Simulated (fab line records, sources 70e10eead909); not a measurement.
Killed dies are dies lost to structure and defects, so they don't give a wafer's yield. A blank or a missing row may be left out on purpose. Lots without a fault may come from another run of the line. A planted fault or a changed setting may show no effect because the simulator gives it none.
A struck lot beside a sound one | flow nand_harc | 12 steps out of a route of 1302
Sound: wafers L991.1, L991.2, L991.6. Struck: wafer L106.1. (L106.2, L106.3 of the same lot were not struck and are left out.) The cause comes at the end.
At each step with rows: each side's tool, then ch and its chambers, then its first start. Under that, the readings that differ: sound wafers | struck wafers | difference of the means | sigmas: that difference in standard deviations of wafers without a fault.
alike: readings whose means differ by less than 2 such deviations, and words and numbers that are the same on both sides. not compared: withheld readings, readings that some wafer has no value for, bounds like >300 that may hide the same value, and numbers for which the record gives no deviation and whose values overlap.
The two part at a step that has a row with sigmas, a row that says differs or no value, or rows on one side only. Numbers that don't overlap but have no deviation are shown without sigmas and don't part them. A reading that every wafer of one side lacks parts them only if that side has two wafers or more.

NHARC_A_CHANNEL_FILL_D1_THK_MEAS_06: measures by ellipsometry.
  sound on film_metro-02, day 12 03:21; struck on film_metro-01, day 18 12:20
  alike: thk_nm
NHARC_A_CHANNEL_FILL_D1_ALD_25: deposits SiOx, target thk 60 nm, pulse time 10 s, ald cycles 600.
  sound on ald_hk-01 ch 0,1, day 12 03:24; struck on ald_hk-01 ch 2, day 18 13:37
  alike: heater_power_w, precursor_pulse_height_rel
  not compared: since_wet_clean_h
NHARC_A_CHANNEL_FILL_D1_ETCHBACK_08: etches the open film in C4F8, target depth 220 nm, time 110 s.
  sound on rie_diel-13 ch 1,2,3; struck on rie_diel-08 ch 0
  alike: chamber_pressure_mTorr, oes_product_au, rf_vpp_V
  not compared: rf_hours_counter_h
NHARC_A_CHANNEL_FILL_D1_STRIP_29: strips in O2, time 20 s.
  sound on rie_diel-13 ch 2,3; struck on rie_diel-08 ch 2
  alike: chamber_pressure_mTorr, drypump_motor_current_A, oes_product_au, rf_vpp_V, showerhead_plenum_p_Torr, throttle_valve_pct
  not compared: rf_hours_counter_h
then, 3 steps without rows for these wafers: NHARC_A_CHANNEL_FILL_D1_PRECLEAN_30 (cleans in dHF, time 30 s); NHARC_A_CHANNEL_FILL_D1_SRD_31; NHARC_A_CHANNEL_FILL_D1_CVD_09 (deposits poly-Si, target thk 150 nm, time 3000 s).
NHARC_A_CHANNEL_FILL_D1_CMP_10: polishes, target thk 150 nm.
  sound on cmp-01 ch 1,2,3, day 12 14:46; struck on cmp-03 ch 2, day 18 23:37
  reading                | sound          | struck | difference | sigmas
  time_to_endpoint_s (s) | 15.6 14.3 12.8 | 9.9    | -4.3       | -2
  alike: motor_current_A
then, 1 step without rows for these wafers: NHARC_A_CHANNEL_FILL_D1_SRD_12.
NHARC_A_CHANNEL_FILL_D1_INSPECT_13:
  sound on defect_inspect-01, day 12 15:12; struck on defect_inspect-02, day 19 00:01
  alike: raw_defect_count
NHARC_A_DECK1_JOINT_ETCHBACK_07: etches the open film in HBr, target depth 105 nm, time 26.9 s.
  sound on rie_si-01 ch 1,2,3, day 12 15:16; struck on rie_si-01 ch 0, day 19 00:05
  reading               | sound             | struck | difference | sigmas
  oes_product_au (a.u.) | 1.002 0.998 0.998 | 1.050  | +0.051     | +6
  alike: bias_w, chamber_pressure_mTorr, drypump_motor_current_A, throttle_valve_pct
  not compared: rf_hours_counter_h
then, 1 step without rows for these wafers: NHARC_A_DECK1_JOINT_ETCH_25 (etches SiO2 in dHF, target depth 0.5 nm).

WHERE THEY PART
First at NHARC_A_CHANNEL_FILL_D1_CMP_10; last, within this record, at NHARC_A_DECK1_JOINT_ETCHBACK_07.

WHY: what the simulator had put in
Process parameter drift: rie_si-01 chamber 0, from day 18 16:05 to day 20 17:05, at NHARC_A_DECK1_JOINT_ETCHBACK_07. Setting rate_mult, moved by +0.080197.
